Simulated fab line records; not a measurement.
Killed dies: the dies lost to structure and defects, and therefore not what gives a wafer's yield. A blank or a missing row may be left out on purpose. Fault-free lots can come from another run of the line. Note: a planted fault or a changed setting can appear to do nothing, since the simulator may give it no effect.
8D (eight disciplines) problem report, filled in by code :: flow n5 finfet :: the parts of the form that need people (team, actions taken, sign-off) are left out

1. WHAT WENT WRONG
Mean of killed at contacts at N5_PASSIVATION_PROBE_49: 78 across 6 wafers in 2 lots; on wafers with no fault it is 13 (standard deviation 5.7). Relative to the usual mean, that is a shift of +11 standard deviations.
First seen on wafer L307.3, day 16 05:26, on prober-02. At this step, 15 wafers from 5 lots have a number in the record. The rule behind "out" and "out of limits": a value lying over 4 standard deviations away from the usual mean. All remaining wafers that have a number are taken as sound.

2. WHAT IT IS; WHAT IT IS NOT
question: which readings at this step
is: killed at contacts
is not: killed_at_M0_to_M3, killed_at_M4_up, killed at other, killed open, sort_bin_4_leakage, sort_bin_6_memory

question: which lots
is: L307, L308
is not: L291, L296, L297

question: which wafers of those lots
is: all that have a number
is not: -

question: read on which tools
is: prober-02
is not: prober-01

question: when
is: from day 16 05:26
is not: up to then (9 sound wafers)

3. SUSPECTS, AND WHAT RULES EACH OUT
Counting: a tool stays on the suspect list if, at a process step up to the reading, it processed all lots that are out and no sound lot following the first of them.
- ald sin-01 at N5_MOL_CONTACT_COAG_ALD_133 (deposits SiO2, target thk 5 nm, pulse time 1 s, co reactant pulse time 1 s): kept. All lots that are out passed through it, beginning with L307 at day 9 14:53, and no sound lot followed; its final sound lot before that point was L297 at day 6 21:53.
- rie diel-02 at N5_PASSIVATION_VIA_ETCH_13 (etches SiO2 in CHF3/O2, target depth 660 nm, time 330 s): kept. It ran every lot that is out, first L307 (day 15 23:01), and no sound lot after that.
- prober-02 at N5_PASSIVATION_PROBE_49: kept. All lots that are out passed through it, beginning with L307 at day 16 05:26, and no sound lot followed; its final sound lot before that point was L297 at day 13 15:35. Its own readings are out on those wafers: killed at contacts.
After the count, these remain: ald sin-01 at N5_MOL_CONTACT_COAG_ALD_133, rie diel-02 at N5_PASSIVATION_VIA_ETCH_13 and prober-02 at N5_PASSIVATION_PROBE_49.

4. THE CAUSE (what the simulator had put in)
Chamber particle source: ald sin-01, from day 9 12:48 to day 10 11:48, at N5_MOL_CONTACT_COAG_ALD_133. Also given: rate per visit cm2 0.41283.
Counting leaves 3 suspects; this tool is one of them.

5. THE CHAIN OF EFFECTS, in route order
Rows list readings where the struck wafers' mean (over those with a number) sits beyond 3 standard deviations from the usual. Scope: only readings with a usual standard deviation given in the record; hours: median across lots of the time from each lot's start at the first step in this table that gives one to its start at this step; sigmas: change in usual standard deviations.
hours: 0
step: N5_PASSIVATION_PROBE_49
reading: killed at contacts
usual: 13
on struck wafers: 78
change: +65
sigmas: +11
The process steps in it:
- N5_PASSIVATION_PROBE_49

6. WHAT WOULD HAVE CAUGHT IT SOONER
161 hours passed between the start of the fault at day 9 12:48 and the first reading out of limits in this record, taken at day 16 05:26.
Tool readings at N5_MOL_CONTACT_COAG_ALD_133 with a usual standard deviation given in the record: none out on any struck wafer, hence no alarm at a limit of 4 standard deviations on them.
Lots out: 2; all had begun N5_MOL_CONTACT_COAG_ALD_133 on ald sin-01 by day 16 05:26. Had the tool been put on hold then, not one of them would have been saved.
